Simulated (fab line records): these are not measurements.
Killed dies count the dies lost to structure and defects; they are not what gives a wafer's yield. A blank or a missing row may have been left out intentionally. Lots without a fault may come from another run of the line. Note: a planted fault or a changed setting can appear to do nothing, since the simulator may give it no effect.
Chamber matching :: flow nand harc :: NHARC_P_M2_DEP_33 on pecvd-01 has 3 sister chambers
The step deposits SiCN, target thk 30 nm. 14 wafers are shown with their chamber, then 7 later ones without.

== WAFERS, EACH WITH ITS CHAMBER ==
wafer: L078.1
chamber: 2
heater power w (W): 541

wafer: L078.2
chamber: 0
heater power w (W): 580

wafer: L078.3
chamber: 1
heater power w (W): 592

wafer: L081.2
chamber: 0
heater power w (W): 645

wafer: L081.3
chamber: 1
heater power w (W): 655

wafer: L081.5
chamber: 1
heater power w (W): 665

wafer: L082.1
chamber: 2
heater power w (W): 609

wafer: L082.2
chamber: 0
heater power w (W): 601

wafer: L082.5
chamber: 2
heater power w (W): 597

wafer: L083.2
chamber: 0
heater power w (W): 567

wafer: L083.4
chamber: 1
heater power w (W): 622

wafer: L083.5
chamber: 2
heater power w (W): 584

wafer: L088.3
chamber: 0
heater power w (W): 660

wafer: L088.4
chamber: 2
heater power w (W): 567

SIGNATURES (averages over the wafers above)
reading: heater power w
chamber 0: 610.60
chamber 1: 633.50
chamber 2: 579.60
scatter within a chamber: 34
Rule: distance of a wafer from a chamber = root of the sum over the readings of ((wafer's reading minus chamber's mean) / reading's scatter) squared. If the next closest chamber is less than 2 further off than the closest, the wafer can't be placed; otherwise it belongs to the closest. The scatter: take each reading less its chamber's mean, square it, sum over the shown wafers, divide by the number of wafers less the number of chambers, and take the root.

== WAFERS WITH NO CHAMBER GIVEN ==
wafer: L088.6
heater power w (W): 658

wafer: L089.1
heater power w (W): 636

wafer: L089.2
heater power w (W): 657

wafer: L089.6
heater power w (W): 635

wafer: L090.2
heater power w (W): 552

wafer: L090.3
heater power w (W): 570

wafer: L090.5
heater power w (W): 571

== THE CHAMBER EACH PASSED THROUGH ==
wafer: L088.6
from the rows above: can't be placed: 1 or 0 or 2
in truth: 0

wafer: L089.1
from the rows above: can't be placed: 1 or 0 or 2
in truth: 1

wafer: L089.2
from the rows above: can't be placed: 1 or 0 or 2
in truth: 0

wafer: L089.6
from the rows above: can't be placed: 1 or 0 or 2
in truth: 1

wafer: L090.2
from the rows above: can't be placed: 2 or 0 or 1
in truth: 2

wafer: L090.3
from the rows above: can't be placed: 2 or 0 or 1
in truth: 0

wafer: L090.5
from the rows above: can't be placed: 2 or 0 or 1
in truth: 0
Placed correctly: 0 of 7. Not placeable from these rows: 7 (in 7, the candidates include the true chamber). Number placed wrongly: 0.
